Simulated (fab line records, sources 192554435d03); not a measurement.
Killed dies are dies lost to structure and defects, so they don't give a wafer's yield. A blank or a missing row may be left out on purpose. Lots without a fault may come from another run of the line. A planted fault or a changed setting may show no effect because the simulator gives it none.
fab line records | flow n5_finfet
record lots=5 wafers=12 last_day=17
route steps=1938 shown PMOS_HMC_CHANNEL_EPI@87 FIN_SAQP@90 BEOL_M4@1111 PASSIVATION@1936
lots that met no fault: from a run of the same line without faults
start_h: hours from the record's first day to the start of the lot's first wafer shown | wait_h: hours since the lot's step before | " the same as in the row above | L1.1+2: a row that stands for several wafers | - no value, or no start given | * or withheld: withheld | < > ~ a bound
route shown NAME@n: a module of which the file shows steps, and the number in the route of the first | usual: mean/standard deviation of fault-free wafers | same: alike in all rows | chamber/n: place in a boat | sites: the reading at each site | _std_site: their standard deviation | _edge_site: outer sites' mean less inner sites' | radius_mm: how far each site lies from the wafer's centre | mask NAME#n: copy n | behind: the tool/chamber that last shaped the wafer | hold: why the lot was held/for how many hours/how that ended | device: the transistor (n, p or np) that didn't switch | end of line: the same wafers' tests at the end of the route | a step without rows: its recipe alone | killed: dies lost to structure and defects at the first sort, not the wafer's yield | map: a wafer's dies, x killed, . not, _ none there
set.NAME: the setting as run; set.NAME@STEP: as run at that earlier step | model.NAME: the simulator's own value behind a step, which no gauge read
lots at some steps of the route; a table a step, a row a wafer
services: from which hour (start_h, from the record's first day; less than 0 if before it) a tool's chamber was out of use, for how many hours, and why
## steps
# step N5_PMOS_HMC_CHANNEL_EPI_EPI_26
# recipe material=Si target_thk_a=38 temp_c=650 precursor=SiH4/H2 pressure_torr=20 time_s=22.7
# step N5_FIN_SAQP_PRECLEAN_42
# recipe chemistry=O3/DIW time_s=60 temp_c=22 o3_ppm=10
# step N5_FIN_SAQP_PRECLEAN_00
# recipe chemistry=SC1 time_s=60 temp_c=55 mix=1:2:50
# step N5_FIN_SAQP_PRECLEAN_44
# recipe chemistry=SC2 time_s=45 temp_c=35 mix=1:1:50
# step N5_FIN_SAQP_SRD_01
# recipe dry=ipa_marangoni time_s=30 temp_c=23 rinse_liquid=diw
# step N5_FIN_SAQP_ALD_61
# recipe material=SiO2 target_thk_a=40 temp_c=300 ald_precursor_family=BDEAS ald_co_reactant=O2-plasma pulse_time_s=1 purge_time_s=2 co_reactant_purge_time_s=2 ald_cycles=43 pressure_torr=2
# step N5_FIN_SAQP_DENSIFY_62
# recipe temp_c=700 time_s=60 ambient=N2 idle_temp_c=600 ramp_up_c_per_s=150 ramp_down_c_per_s=60 cool_to_c=600
# step N5_FIN_SAQP_HM_DEP_03
# recipe material=SiNx target_thk_a=380 temp_c=400 precursor=SiH4/NH3/N2 pressure_torr=1.5 rf_w=300 time_s=33.6
# step N5_FIN_SAQP_PECVD_47
# recipe material=a-Si target_thk_a=450 temp_c=400 precursor=SiH4/He pressure_torr=3 rf_w=100 time_s=36.3
# step N5_FIN_SAQP_PECVD_48
# recipe material=SiNx target_thk_a=250 temp_c=400 precursor=SiH4/NH3/N2 pressure_torr=1.5 rf_w=300 time_s=22.1
# usual heater_power_w=747/83 showerhead_plenum_p_Torr=5.17/0.042 throttle_valve_pct=39.6/2.3
# columns lot.wafer tool chamber start_h wait_h heater_power_w showerhead_plenum_p_Torr throttle_valve_pct model.SiNx_of_FIN_SAQP_PECVD_48.thk_nm
L636.2 pecvd-03 0 50.93 0.0 680 5.18 40.0 25.24
L636.5 " 1 " " 659 5.20 41.3 25.72
L636.6 " 2 " " 715 5.22 38.3 25.46
L642.4 pecvd-03 0 87.92 0.0 713 5.19 40.6 28.72
L642.6 " 2 " " 667 5.23 38.1 28.23
L643.5 pecvd-03 0 93.20 0.0 756 5.18 40.6 25.15
L643.6 " 2 " " 614 5.23 38.1 28.49
L646.5 pecvd-03 2 111.35 0.0 649 5.23 38.0 25.15
L646.6 " 0 " " 714 5.18 40.8 28.43
L654.2 pecvd-02 2 159.34 0.0 625 5.14 34.6 25.34
L654.4 " 2 " " 613 5.12 35.0 25.02
L654.6 " 0 " " 825 5.20 41.3 25.3
# step N5_FIN_SAQP_PECVD_06
# recipe material=a-Si target_thk_a=600 temp_c=400 precursor=SiH4/He pressure_torr=3 rf_w=100 time_s=48.1
# step N5_FIN_SAQP_HM_DEP_72
# recipe material=SiO2 target_thk_a=120 temp_c=400 precursor=SiH4/N2O pressure_torr=0.75 rf_w=275 time_s=7.2
# step N5_FIN_SAQP_COAT_49
# recipe resist=SOC temp_c=250 time_s=60 spin_rpm=1500 resist_thk_nm=100
# step N5_FIN_SAQP_COAT_50
# recipe resist=SiARC temp_c=220 time_s=60 spin_rpm=1500 resist_thk_nm=35
# step N5_FIN_SAQP_COAT_10
# recipe resist=CAR-ArF spin_rpm=1500 resist_thk_nm=90
# step N5_FIN_SAQP_EBR_12
# recipe solvent=PGMEA ebr_width_mm=1.5
# step N5_FIN_SAQP_SOFTBAKE_11
# recipe temp_c=110 time_s=60 resist=CAR-ArF
# step N5_FIN_SAQP_EXPOSE_13
# recipe mask_id=FIN_CORE na=1.35 source_shape=dipole sigma_inner=0.538 sigma_outer=0.738 polarization=te target_cd_nm=35.6 dose_mj=63.25
# step N5_FIN_SAQP_PEB_14
# recipe peb_temp_c=withheld peb_time_s=60 resist=CAR-ArF
# step N5_FIN_SAQP_DEVELOP_15
# recipe develop_time_s=30 developer=TMAH resist=CAR-ArF dev_temp_c=23 rinse_liquid=diw dry=air_spin
# step N5_FIN_SAQP_DESCUM_21
# recipe chemistry=O2 time_s=7.9 source_power_w=50 bias_power_w=20 pressure_mtorr=20 rf_frequency_hz=2.712e+07 temp_c=40 resist=CAR-ArF o2_flow_sccm=225
# step N5_FIN_SAQP_ETCH_51
# recipe chemistry=CF4 target=SiARC target_depth_a=455 mask_material=CAR-ArF time_s=75.8 ion_energy_ev=80 pressure_mtorr=40 source_w=545 bias_w=36 Ar_flow_sccm=100 cf4_flow_sccm=100 ends=cleared
# step N5_FIN_SAQP_ETCH_52
# recipe chemistry=N2/H2 target=SOC target_depth_a=1000 overetch_a=200 mask_material=SiARC temp_c=40 time_s=150 ion_energy_ev=200 pressure_mtorr=30 source_w=840 bias_w=150 n2_flow_sccm=200 h2_flow_sccm=200 ends=end_point
# step N5_FIN_SAQP_STRIP_53
# recipe chemistry=N2/H2 temp_c=40 n2_flow_sccm=200 h2_flow_sccm=200 rf_frequency_hz=6e+07
# step N5_FIN_SAQP_HM_OPEN_73
# recipe chemistry=CHF3/O2 target=SiO2 stop_on=a-Si target_depth_a=120 over_etch_frac=1.8 mask_material=SOC time_s=16.8 pressure_mtorr=30 source_w=650 bias_w=170 Ar_flow_sccm=200 CHF3_flow_sccm=50 O2_flow_sccm=5 ion_energy_ev=200 ends=end_point
# step N5_FIN_SAQP_STRIP_74
# recipe chemistry=CHF3/O2 resist=SiARC rf_frequency_hz=6e+07
# step N5_FIN_SAQP_MANDREL_ETCH_22
# recipe target_depth_a=600 chemistry=HBr/Cl2 target=a-Si stop_on=SiNx bt_time_s=10 over_etch_frac=0.5 time_s=30 pressure_mtorr=10 icp_w=800 bias_w=75 HBr_flow_sccm=150 Cl2_flow_sccm=80 ends=end_point
# usual drypump_motor_current_A=5.76/0.29 mfc_cl2_sccm=79.98/0.23 oes_product_au=0.764/0.013 throttle_valve_pct=35.30/0.29
# columns lot.wafer tool chamber start_h wait_h drypump_motor_current_A mfc_cl2_sccm oes_product_au rf_hours_counter_h throttle_valve_pct model.SiNx_of_FIN_SAQP_PECVD_48.thk_nm
L636.2 rie_si-04 2 52.15 0.0 5.99 79.39 0.766 66 35.36 25
L636.5 " 2 " " 5.99 79.43 0.770 - 35.35 25.49
L636.6 " 3 " " 5.89 80.06 0.763 - 35.53 25.37
L642.4 rie_si-02 3 88.92 0.0 5.65 80.16 0.770 79 35.10 28.53
L642.6 " 2 " " 5.87 79.93 0.759 - 35.31 28.09
L643.5 rie_si-04 2 94.24 0.1 6.00 80.02 0.772 - 35.35 24.91
L643.6 " 3 " " 5.88 79.78 0.765 - 35.53 28.4
L646.5 rie_si-04 3 112.23 0.1 5.88 80.18 0.777 - 35.51 25.06
L646.6 " 0 " " 5.55 79.97 0.764 - 34.94 28.39
L654.2 rie_si-02 0 160.33 0.0 5.98 79.94 0.740 86 35.16 25.34
L654.4 " 2 " " 5.86 80.00 0.778 122 35.28 24.88
L654.6 " 2 " " 5.85 79.96 0.769 - 35.28 25.16
# step N5_FIN_SAQP_STRIP_55
# recipe chemistry=N2/H2 power_w=500 temp_c=40 pressure_mtorr=50 rf_frequency_hz=6e+07 overash_fraction=0.3 bias_power_w=28 h2_frac=0.5 n2_flow_sccm=300 h2_flow_sccm=300
# step N5_FIN_SAQP_STRIP_23
# recipe chemistry=SPM time_s=750 temp_c=130 h2so4_h2o2_vol_ratio=4
# step N5_FIN_SAQP_SRD_66
# recipe dry=ipa_marangoni time_s=30 temp_c=23 rinse_liquid=diw
# step N5_FIN_SAQP_RECESS_75
# recipe chemistry=HF/NH3 target=SiO2 target_depth_a=144 afs_cycles=3 temp_c=30 sublimation_temp_c=180 sublimation_time_s=60
# step N5_FIN_SAQP_SPACER1_ALD_24
# recipe material=SiO2 target_thk_a=203 temp_c=300 ald_precursor_family=BDEAS ald_co_reactant=O2-plasma pulse_time_s=1 purge_time_s=2 co_reactant_purge_time_s=2 ald_cycles=218 pressure_torr=2
# step N5_FIN_SAQP_SPACER1_ETCHBACK_25
# recipe chemistry=CHF3/O2 mode=anisotropic_etchback target=SiO2 target_depth_a=244 time_s=12.2 pressure_mtorr=30 source_w=650 bias_w=170 Ar_flow_sccm=200 CHF3_flow_sccm=50 O2_flow_sccm=5 ion_energy_ev=200
# step N5_FIN_SAQP_MANDREL1_REMOVE_56
# recipe chemistry=HBr/Cl2/O2 bt_time_s=10 target=a-Si stop_on=SiNx endpoint=OES-SiCl over_etch_frac=1 icp_w=600 bias_w=22 HBr_flow_sccm=150 Cl2_flow_sccm=80 O2_flow_sccm=5 pressure_mtorr=10
# step N5_FIN_SAQP_ETCH_57
# recipe chemistry=CH3F/O2 target=SiNx mask_material=SiO2 target_depth_a=325 time_s=46.4 pressure_mtorr=30 source_w=395 bias_w=73 Ar_flow_sccm=150 CH3F_flow_sccm=30 O2_flow_sccm=20 ion_energy_ev=120 ends=cleared
# usual O2_flow_sccm=20.00/0.061 drypump_motor_current_A=5.8/0.44 etch_rf_on_time_s=46.4/1.1 oes_product_au=0.67/0.084 rf_vpp_V=299/7.4 showerhead_plenum_p_Torr=2.00/0.066 throttle_valve_pct=16.35/0.21
# columns lot.wafer tool chamber start_h wait_h O2_flow_sccm drypump_motor_current_A etch_rf_on_time_s oes_product_au rf_hours_counter_h rf_vpp_V showerhead_plenum_p_Torr throttle_valve_pct model.etch.depth_nm
L636.2 rie_diel-02 1 55.18 0.0 20.00 5.6 46.1 0.62 189 292 1.90 16.35 25
L636.5 " 2 " " 20.00 5.9 47.1 0.67 - 287 1.93 16.33 25.49
L636.6 " 3 " " 19.99 6.3 47.4 0.63 - 306 2.08 16.09 25.37
L642.4 rie_diel-04 1 91.12 0.1 20.05 5.7 52.7 0.66 - 300 2.10 16.27 28.53
L642.6 " 2 " " 19.95 6.2 51.9 0.62 - 297 2.00 16.55 28.09
L643.5 rie_diel-03 2 96.31 0.1 19.99 4.8 45.1 0.62 - 300 1.98 16.63 24.91
L643.6 " 3 " " 19.92 6.1 51.1 0.78 - 306 2.04 16.18 28.4
L646.5 rie_diel-02 2 114.06 0.1 20.01 5.9 46.4 0.65 - 288 1.93 16.36 25.06
L646.6 " 1 " " 19.96 5.6 52.5 0.60 - 293 1.89 16.40 28.39
L654.2 rie_diel-03 3 162.11 0.0 19.97 6.1 46.7 0.73 55 307 2.03 16.26 25.34
L654.4 " 1 " " 20.03 6.3 46.1 0.79 - 302 2.06 16.30 24.88
L654.6 " 2 " " 20.06 4.8 46.4 0.59 - 300 1.97 16.72 25.16
# step N5_BEOL_M4_RC_MEAS_101
# usual DIBL_N=36.0/1.7 DIBL_P=35.8/2 IOFF_N=0.15/0.03 IOFF_P=0.20/0.037 ION_N=670/12 ION_P=460/7.2 SS_N=71.5/0.68 SS_P=73.2/0.65 VT_N=250/3.1 VT_P=-251/3.4
# columns lot.wafer tool chamber start_h wait_h DIBL_N[mV/V] DIBL_P[mV/V] IOFF_N[nA/um] IOFF_P[nA/um] ION_N[uA/um] ION_P[uA/um] SS_N[mV/dec] SS_P[mV/dec] VT_N[mV] VT_P[mV]
L636.2 prober-02 0 200.98 0.2 34.7 36.2 0.13 0.17 664 452 71.1 73.1 253 -256
L636.5 " 0 " " 34.8 36.9 0.14 0.19 663 460 72.1 73.5 252 -254
L636.6 " 0 " " 33.4 33.6 0.12 0.16 665 456 70.5 72.8 254 -255
L643.5 prober-02 0 238.58 0.6 35.3 35.9 0.14 0.20 657 455 71.6 72.8 252 -251
L643.6 " 0 " " 35.1 35.4 0.15 0.19 677 462 71.1 73.1 248 -253
L642.4 prober-01 0 244.07 0.5 36.1 33.7 0.13 0.18 646 451 71.4 72.9 254 -251
L642.6 " 0 " " 38.4 37.2 0.17 0.24 674 468 71.9 74.4 250 -248
L646.5 prober-01 0 282.27 0.6 36.1 34.5 0.15 0.19 652 450 72.0 73.0 251 -251
L646.6 " 0 " " 34.4 34.4 0.14 0.19 680 468 70.8 73.3 250 -251
L654.2 prober-02 0 317.27 0.2 36.1 36.7 0.16 0.20 684 453 71.5 73.2 248 -252
L654.4 " 0 " " 36.6 37.8 0.17 0.21 673 458 72.2 73.5 249 -253
L654.6 " 0 " " 36.3 37.6 0.16 0.21 674 459 70.7 73.5 248 -250
# step N5_PASSIVATION_PROBE_49
# usual defect_limited_yield=91.4/1.5 killed_at_M0_to_M3=32/9.8 killed_at_M4_up=15/5.6 killed_at_contacts=12/5.4 killed_at_front_end=40/13 killed_at_other=3.0/2.1 killed_dies=102/17 killed_open=67/13 killed_short=32/7.1 sort_bin_5_function=5.1/0.96 sort_bin_6_memory=3.2/0.7 sort_n_pass=1078/18 sort_yield_pct=91.3/1.5
# same gross_dies=1180 killed_at_back_side=0 sort_bin_4_leakage[%]=0 sort_bin_8_speed[%]=0
# columns lot.wafer tool chamber start_h wait_h defect_limited_yield[%] killed_at_M0_to_M3 killed_at_M4_up killed_at_contacts killed_at_front_end killed_at_other killed_dies killed_open killed_short sort_bin_5_function[%] sort_bin_6_memory[%] sort_n_pass sort_yield_pct[%]
L642.6 prober-02 - 352.65 0.3 93.7 18 15 15 25 1 74 41 31 3.5 2.5 1106 93.7
# killed by level:class
L642.6 MOL_CONTACT_COAG:geometric_particle:open=11 GATE_CUT:geometric_particle:short=7 FIN_SAQP:geometric_particle:short=5 BEOL_M1:geometric_particle:open=5 BEOL_M0_SAQP:geometric_particle:short=5 MOL_CONTACT_COAG:geometric_particle:short=4 BEOL_M4:geometric_particle:open=4 BEOL_M5:geometric_particle:open=4
## services
# columns tool chamber start_h hours kind
rie_diel-02 - 34.89 0.7 repair
pecvd-03 0 37.38 2.1 scheduled_down
rie_diel-02 1 56.93 4.6 repair
rie_diel-03 0 57.56 11.0 repair
rie_diel-04 2 58.03 14.0 repair
rie_si-02 1 60.39 3.9 repair
pecvd-02 1 86.10 4.6 repair
pecvd-02 - 89.90 6.0 pm
rie_diel-02 0 91.45 11.1 repair
rie_diel-02 3 99.64 9.0 repair
rie_diel-03 1 103.52 - clean
rie_diel-03 1 103.52 - consumable_replace:esc
rie_diel-03 1 103.52 - consumable_replace:focus_ring
rie_diel-03 1 103.52 35.4 scheduled_down
rie_diel-03 1 103.52 35.4 vent_cycle
rie_diel-02 3 117.67 8.6 repair
rie_diel-04 - 122.84 15.6 pm
pecvd-02 2 131.25 2.1 scheduled_down
rie_si-02 - 131.47 0.4 repair
rie_diel-03 0 138.96 - clean
rie_diel-03 0 138.96 - consumable_replace:focus_ring
rie_diel-03 0 138.96 29.5 scheduled_down
rie_diel-03 0 138.96 29.5 vent_cycle
rie_si-04 2 157.17 3.0 repair
## key
first_sign step=N5_FIN_SAQP_ETCH_57 reading=etch_rf_on_time_s direction=up sigmas=5.3 usual=* struck=*
effect none on later readings
model_effect step=N5_FIN_SAQP_PECVD_48 value=SiNx_of_FIN_SAQP_PECVD_48.thk_nm without=25.17 struck=28.47
model_effect step=N5_FIN_SAQP_MANDREL_ETCH_22 value=SiNx_of_FIN_SAQP_PECVD_48.thk_nm without=25.06 struck=28.35
model_effect step=N5_FIN_SAQP_ETCH_57 value=etch.depth_nm without=25.06 struck=28.35
met_at N5_FIN_SAQP_PECVD_48
struck_wafers L642.4,L642.6,L643.6,L646.6
onset_between 50.93 87.92
fault kind=process_parameter_drift tool=pecvd-03 chamber=- onset_h=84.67 steps=N5_FIN_SAQP_PECVD_48 channel=time_s offset=* shape=step end_h=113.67 scope=struck_wafers_only acts_in=* stated=*
